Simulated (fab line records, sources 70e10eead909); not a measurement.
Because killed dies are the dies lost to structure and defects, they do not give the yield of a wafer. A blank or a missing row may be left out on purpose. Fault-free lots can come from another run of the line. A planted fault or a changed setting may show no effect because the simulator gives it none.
Chamber matching | flow nand-harc | NHARC_A_CONTACT_CMP_20 on cmp-01 has 4 sister chambers
The step polishes, t overpolish 30 s, target thk 300 nm. 20 wafers are shown with their chamber, then 10 later ones without.

== WAFERS WITH THEIR CHAMBER ==
wafer  | chamber | motor-current-A (A) | overpolish-run-s (s) | time-to-endpoint-s (s)
L077.1 | 1       | 13.1                | 30.010               | 57.7
L077.3 | 3       | 12.7                | 29.997               | 58.4
L077.4 | 2       | 13.9                | 29.988               | 56.7
L080.4 | 3       | 12.8                | 29.992               | 66.8
L080.5 | 2       | 13.5                | 29.999               | 59.6
L080.6 | 1       | 12.6                | 30.001               | 63.7
L079.3 | 0       | 11.3                | 29.990               | 61.9
L079.4 | 2       | 13.7                | 29.995               | 64.3
L079.6 | 2       | 14.0                | 30.003               | 58.5
L081.1 | 3       | 13.7                | 29.990               | 61.9
L081.2 | 0       | 11.3                | 30.010               | 61.8
L081.5 | 2       | 13.2                | 30.011               | 59.3
L083.1 | 3       | 13.3                | 30.013               | 61.0
L083.3 | 2       | 13.4                | 29.994               | 57.5
L083.5 | 2       | 13.3                | 29.986               | 57.9
L086.1 | 3       | 13.3                | 30.000               | 60.7
L086.5 | 0       | 11.1                | 29.988               | 60.2
L086.6 | 1       | 12.3                | 30.009               | 59.2
L085.2 | 1       | 12.1                | 30.007               | 62.3
L085.3 | 0       | 11.1                | 30.010               | 57.8

SIGNATURES, as means of the wafers listed above
reading            | chamber 0 | chamber 1 | chamber 2 | chamber 3 | scatter within a chamber
motor-current-A    | 11.200    | 12.525    | 13.571    | 13.160    | 0.339
overpolish-run-s   | 29.99950  | 30.00675  | 29.99657  | 29.99840  | 0.00891
time-to-endpoint-s | 60.425    | 60.725    | 59.114    | 61.760    | 2.62
Rule: distance of a wafer from a chamber = root of the sum over the readings of ((wafer's reading minus chamber's mean) / reading's scatter) squared. The wafer belongs to the nearest chamber; if the next one is less than 2 further off, it can't be placed. The scatter is the square root of a quotient: the sum, over the shown wafers, of each reading's squared deviation from its chamber's mean, divided by wafers minus chambers.

== WAFERS MISSING THEIR CHAMBER ==
wafer  | motor-current-A (A) | overpolish-run-s (s) | time-to-endpoint-s (s)
L085.6 | 11.1                | 29.992               | 57.1
L089.3 | 11.6                | 29.994               | 61.6
L089.4 | 13.4                | 30.010               | 64.2
L089.5 | 13.5                | 30.007               | 59.4
L091.3 | 13.1                | 29.986               | 58.0
L091.5 | 12.9                | 30.002               | 62.2
L091.6 | 13.5                | 29.997               | 58.9
L096.1 | 12.7                | 30.008               | 59.5
L096.3 | 12.9                | 29.986               | 60.4
L096.5 | 13.6                | 29.997               | 58.8

== EACH ONE'S CHAMBER ==
wafer  | from the rows above          | in truth
L085.6 | 0                            | 0
L089.3 | can't be placed: 0 or 1      | 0
L089.4 | can't be placed: 3 or 2 or 1 | 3
L089.5 | can't be placed: 2 or 3 or 1 | 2
L091.3 | can't be placed: 2 or 3 or 1 | 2
L091.5 | can't be placed: 3 or 1 or 2 | 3
L091.6 | can't be placed: 2 or 3      | 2
L096.1 | can't be placed: 1 or 3      | 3
L096.3 | can't be placed: 3 or 2 or 1 | 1
L096.5 | can't be placed: 2 or 3      | 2
Placed correctly: 1 of 10. Can't be placed from these rows: 9 (the true chamber is among the candidates in 9). Wrongly placed: 0.
